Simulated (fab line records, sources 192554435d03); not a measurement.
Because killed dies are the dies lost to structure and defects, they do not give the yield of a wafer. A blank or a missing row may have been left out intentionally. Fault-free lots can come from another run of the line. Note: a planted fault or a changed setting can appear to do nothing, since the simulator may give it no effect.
A single fault, viewed from 3 desks + flow n5_finfet + what lay behind the numbers comes last; until then each desk has only its own

== THE METROLOGY DESK ==
Means of the sampled wafers that have a number, per lot and without regard to the tool the lot ran on: this is what the gauges read. A lot is out of limits, marked OUT, if its mean lies more than 4 standard deviations from the usual mean; the brackets give that distance. It has 10 readings; the 7 that lie furthest out on some lot are the ones shown.
Columns: A = DIBL_P at N5_BEOL_M4_RC_MEAS_101, usual 35.9 mV/V; B = IOFF_N at N5_BEOL_M4_RC_MEAS_101, usual 0.16 nA/um; C = IOFF_P at N5_BEOL_M4_RC_MEAS_101, usual 0.21 nA/um; D = ION_N at N5_BEOL_M4_RC_MEAS_101, usual 672 uA/um; E = ION_P at N5_BEOL_M4_RC_MEAS_101, usual 461 uA/um; F = VT_N at N5_BEOL_M4_RC_MEAS_101, usual 250 mV; G = VT_P at N5_BEOL_M4_RC_MEAS_101, usual -251 mV
| lot  | first seen here | A    | B    | C    | D   | E   | F   | G    |
|------|-----------------|------|------|------|-----|-----|-----|------|
| L541 | day 8 15:25     | 35.8 | 0.16 | 0.23 | 674 | 469 | 247 | -247 |
| L545 | day 9 08:31     | 36.7 | 0.16 | 0.21 | 672 | 462 | 251 | -251 |
| L546 | day 10 00:50    | 38.4 | 0.17 | 0.20 | 680 | 459 | 250 | -252 |
| L551 | day 10 22:46    | 37.4 | 0.17 | 0.21 | 680 | 460 | 249 | -250 |
| L553 | day 11 16:23    | 36.8 | 0.16 | 0.22 | 678 | 464 | 249 | -250 |
| L554 | day 11 19:51    | 36.2 | 0.16 | 0.24 | 664 | 465 | 250 | -247 |
| L556 | day 12 01:48    | 33.8 | 0.11 | 0.17 | 663 | 462 | 253 | -253 |
| L555 | day 12 13:22    | 36.8 | 0.20 | 0.27 | 689 | 475 | 246 | -245 |
| L563 | day 13 23:44    | 32.6 | 0.11 | 0.16 | 657 | 457 | 256 | -253 |
This desk's finding: nothing out of limits on any of the 9 lots.

== TOOL OWNER'S DESK, litho_track-04 ==
The tool's own readings at N5_ZERO_LAYER_COAT_05 (resist thk 1000 nm): means of the sampled wafers that have a number, for each lot that ran on this tool. A lot is out of limits, marked OUT, if its mean lies more than 4 standard deviations from the usual mean; the brackets give that distance.
Columns: A = spin_speed_rpm at N5_ZERO_LAYER_COAT_05, usual 1499.8 rpm
| lot  | first seen here | A                |
|------|-----------------|------------------|
| L541 | day 1 18:22     | 1500.2           |
| L551 | day 4 06:23     | 1499.4           |
| L554 | day 5 00:22     | 1435.0 (-65) OUT |
| L555 | day 5 06:22     | 1434.0 (-66) OUT |
| L556 | day 5 12:23     | 1434.1 (-66) OUT |
This desk's verdict: out of limits on L554, L555, L556, starting with L554 at day 5 00:22 (spin_speed_rpm at N5_ZERO_LAYER_COAT_05). Within limits: L541, L551.

== THE DEFECT DESK ==
For each lot, the counts of the inspections along the route, averaged over the sampled wafers that have a number. A lot is out of limits, marked OUT, if its mean lies more than 4 standard deviations from the usual mean; the brackets give that distance.
Columns: A = raw_defect_count at N5_PMOS_HMC_CHANNEL_EPI_INSPECT_30, usual 18
| lot  | first seen here | A  |
|------|-----------------|----|
| L541 | day 2 02:16     | 22 |
| L545 | day 3 01:58     | 11 |
| L546 | day 3 09:35     | 22 |
| L551 | day 4 14:55     | 10 |
| L553 | day 5 03:29     | 20 |
| L554 | day 5 08:08     | 20 |
| L555 | day 5 14:35     | 16 |
| L556 | day 5 20:11     | 30 |
| L563 | day 7 14:43     | 20 |
This desk's finding: nothing out of limits on any of the 9 lots.

== ALL TOGETHER ==
At day 5 00:22, on L554, L555, L556, the tool owner's desk was in a position to raise an alarm.
From the metrology desk's view, nothing was out of limits.
The defect desk saw nothing out of limits.
The metrology desk holds a record of L554, L555, L556, inside its limits.
The defect desk has L554, L555, L556 on record, within its limits.
N5_ZERO_LAYER_COAT_05 was run on litho_track-04 by each of the lots named.

== WHAT WAS PUT IN BY THE SIMULATOR ==
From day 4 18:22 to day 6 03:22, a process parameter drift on litho_track-04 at N5_ZERO_LAYER_COAT_05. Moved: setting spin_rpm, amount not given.
Lots struck among those shown: L554, L555, L556.
Each desk's first reading out of limits, in hours after the fault started: the tool owner's desk, 6.
